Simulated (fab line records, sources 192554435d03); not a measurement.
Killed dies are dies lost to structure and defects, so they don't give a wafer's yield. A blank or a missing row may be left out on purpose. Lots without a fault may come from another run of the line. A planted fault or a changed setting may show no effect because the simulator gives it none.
A struck lot beside a sound one | flow n5_finfet | 17 steps out of a route of 1938
Sound: wafers L861.1, L861.4, L861.6. Struck: wafers L866.2, L866.4, L866.6. The cause comes at the end.
At each step with rows: each side's tool, then ch and its chambers, then its first start. Under that, the readings that differ: sound wafers | struck wafers | difference of the means | sigmas: that difference in standard deviations of wafers without a fault.
alike: readings whose means differ by less than 2 such deviations, and words and numbers that are the same on both sides. not compared: withheld readings, readings that some wafer has no value for, bounds like >300 that may hide the same value, and numbers for which the record gives no deviation and whose values overlap.
The two part at a step that has a row with sigmas, a row that says differs or no value, or rows on one side only. Numbers that don't overlap but have no deviation are shown without sigmas and don't part them. A reading that every wafer of one side lacks parts them only if that side has two wafers or more.

first, 9 steps without rows for these wafers: N5_SD_EPI_P_COAT_35 (time 60 s, resist thk 35 nm); N5_SD_EPI_P_COAT_03 (resist thk 150 nm); N5_SD_EPI_P_EBR_05; N5_SD_EPI_P_SOFTBAKE_04 (time 60 s); N5_SD_EPI_P_EXPOSE_06 (exposes mask SD P BLK, target cd 240 nm); N5_SD_EPI_P_PEB_07 (peb time 60 s); N5_SD_EPI_P_DEVELOP_08 (develop time 30 s); N5_SD_EPI_P_DESCUM_14 (chemistry O2, time 7.9 s); N5_SD_EPI_P_ETCH_36 (etches SiARC in CF4, target depth 45.5 nm, time 75.8 s).
N5_SD_EPI_P_ETCH_37: etches SOC in N2/H2, overetch 108 nm, time 486 s.
  sound on rie_diel-03 ch 1,2,3, day 6 00:16; struck on rie_diel-04 ch 1,2,3, day 7 10:40
  no value came back on the struck wafers for any of 7 readings (bias_w (W), chamber_pressure_mTorr (mTorr) and others); on the sound wafers bias_w (W) reads 133.4 133.3 132.9
  reading                                             | sound        | struck          | difference | sigmas
  model.CAR-ArF-block_of_SD_EPI_P_COAT_03.thk_nm (nm) | 0 0 0        | 110.2 110 110.4 | +110.2     |
  model.SiARC_of_SD_EPI_P_COAT_35.thk_nm (nm)         | 19.2 19.6 20 | 35 35.2 35.2    | +16        |
  not compared: rf_hours_counter_h
then, 1 step without rows for these wafers: N5_SD_EPI_P_STRIP_38 (strips in N2/H2).
N5_SD_EPI_P_ETCHBACK_46: etches SiNx in CH3F/O2, stops on SiO2, target depth 17.5 nm.
  sound on rie_diel-03 ch 1,2,3, day 6 00:35; struck on rie_diel-04 ch 1,2,3, day 7 10:59
  reading               | sound          | struck         | difference | sigmas
  oes_product_au (a.u.) | 0.68 0.66 0.62 | 0.33 0.28 0.26 | -0.36      | -6
  alike: drypump_motor_current_A, rf_vpp_V, showerhead_plenum_p_Torr, throttle_valve_pct
  not compared: rf_hours_counter_h
then, 1 step without rows for these wafers: N5_SD_EPI_P_ETCH_47 (etches SiOCN in CH3F/O2, target depth 25 nm).
N5_SD_EPI_P_ETCH_16: etches SiO2 in CHF3/O2, target depth 5 nm.
  sound on rie_diel-03 ch 1,2,3, day 6 00:47; struck on rie_diel-04 ch 1,2,3, day 7 11:11
  reading                                     | sound      | struck       | difference | sigmas
  model.SiARC_of_SD_EPI_P_COAT_35.thk_nm (nm) | 11 11.6 12 | 27 27.2 27.2 | +16        |
  alike: CHF3_flow_sccm, O2_flow_sccm, drypump_motor_current_A, oes_product_au, rf_vpp_V, showerhead_plenum_p_Torr, throttle_valve_pct
  not compared: rf_hours_counter_h
then, 1 step without rows for these wafers: N5_SD_EPI_P_STRIP_50 (strips in CHF3/O2).
N5_BEOL_M4_RC_MEAS_101:
  the record has rows for the sound wafers here (prober-01 ch 0, day 10 11:14) and none for the struck ones
-- the record jumps here: 10 days lie between the struck wafers' starts before and after (it left off in module BEOL_M4 and takes up again in module PASSIVATION, whose first step shown is number 1936 of the route) --
N5_PASSIVATION_PROBE_49:
  the record has rows for the struck wafers here (prober-01, day 17 07:01) and none for the sound ones

WHERE THEY PART
First at N5_SD_EPI_P_ETCH_37; last, within this record, at N5_PASSIVATION_PROBE_49.

WHY: what the simulator had put in
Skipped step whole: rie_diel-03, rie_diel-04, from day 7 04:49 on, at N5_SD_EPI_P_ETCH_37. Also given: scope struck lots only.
